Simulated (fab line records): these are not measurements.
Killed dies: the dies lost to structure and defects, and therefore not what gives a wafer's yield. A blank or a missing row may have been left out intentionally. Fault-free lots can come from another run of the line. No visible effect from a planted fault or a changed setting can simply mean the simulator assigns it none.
Matching of chambers | flow n5Finfet | cmp-02 running N5_ILD0_CMP_03: 4 sister chambers
The step polishes, stops on SiNx, t overpolish 1.9 s, target thk 197.38 nm. 14 wafers are shown with their chamber, then 7 later ones without.

WAFERS, EACH WITH ITS CHAMBER
wafer  | chamber | motorCurrentA (A) | timeToEndpointS (s) | overpolishRunS (s)
L082.2 | 0       | 13.5              | 65                  | 1.911
L082.4 | 2       | 11.3              | 69                  | 1.890
L082.6 | 2       | 11.4              | 69                  | 1.896
L083.1 | 2       | 11.3              | 71                  | 1.900
L083.2 | 3       | 11.9              | 70                  | 1.915
L083.3 | 1       | 10.9              | 75                  | 1.911
L084.2 | 2       | 11.1              | 71                  | 1.902
L084.4 | 1       | 10.6              | 75                  | 1.899
L084.5 | 2       | 11.1              | 73                  | 1.890
L087.1 | 3       | 11.7              | 74                  | 1.899
L087.3 | 2       | 11.2              | 73                  | 1.905
L087.6 | 3       | 12.0              | 75                  | 1.888
L088.1 | 1       | 10.0              | 74                  | 1.904
L088.4 | 3       | 11.8              | 71                  | 1.895

SIGNATURES (means of the wafers above)
reading         | chamber 0 | chamber 1 | chamber 2 | chamber 3 | scatter within a chamber
motorCurrentA   | 13.500    | 10.500    | 11.233    | 11.850    | 0.233
timeToEndpointS | 65.00     | 74.67     | 71.00     | 72.50     | 1.83
overpolishRunS  | 1.91100   | 1.90467   | 1.89717   | 1.89925   | 0.00814
Rule: for each reading, subtract the chamber's mean from the wafer's reading, divide by that reading's scatter and square the result; add these up over the readings and take the root, which gives the wafer's distance from the chamber. If the next closest chamber is less than 2 further off than the closest, the wafer can't be placed; otherwise it belongs to the closest. The scatter is the square root of a quotient: the sum, over the shown wafers, of each reading's squared deviation from its chamber's mean, divided by wafers minus chambers.

WAFERS WITHOUT THEIR CHAMBER
wafer  | motorCurrentA (A) | timeToEndpointS (s) | overpolishRunS (s)
L088.6 | 12.5              | 72                  | 1.898
L093.1 | 11.4              | 77                  | 1.887
L093.3 | 13.0              | 77                  | 1.899
L093.4 | 10.8              | 78                  | 1.893
L094.1 | 10.7              | 81                  | 1.892
L094.5 | 11.9              | 79                  | 1.901
L094.6 | 10.8              | 78                  | 1.889

EACH ONE'S CHAMBER
wafer  | from the rows above          | in truth
L088.6 | 3                            | 3
L093.1 | can't be placed: 3 or 2 or 1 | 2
L093.3 | can't be placed: 3 or 0      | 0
L093.4 | can't be placed: 1 or 2      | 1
L094.1 | 1                            | 1
L094.5 | can't be placed: 3 or 2      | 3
L094.6 | can't be placed: 1 or 2      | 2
Correctly placed: 2 of 7. From these rows, 5 cannot be placed; in 5 the true chamber is one of the candidates. Placed wrongly: 0.
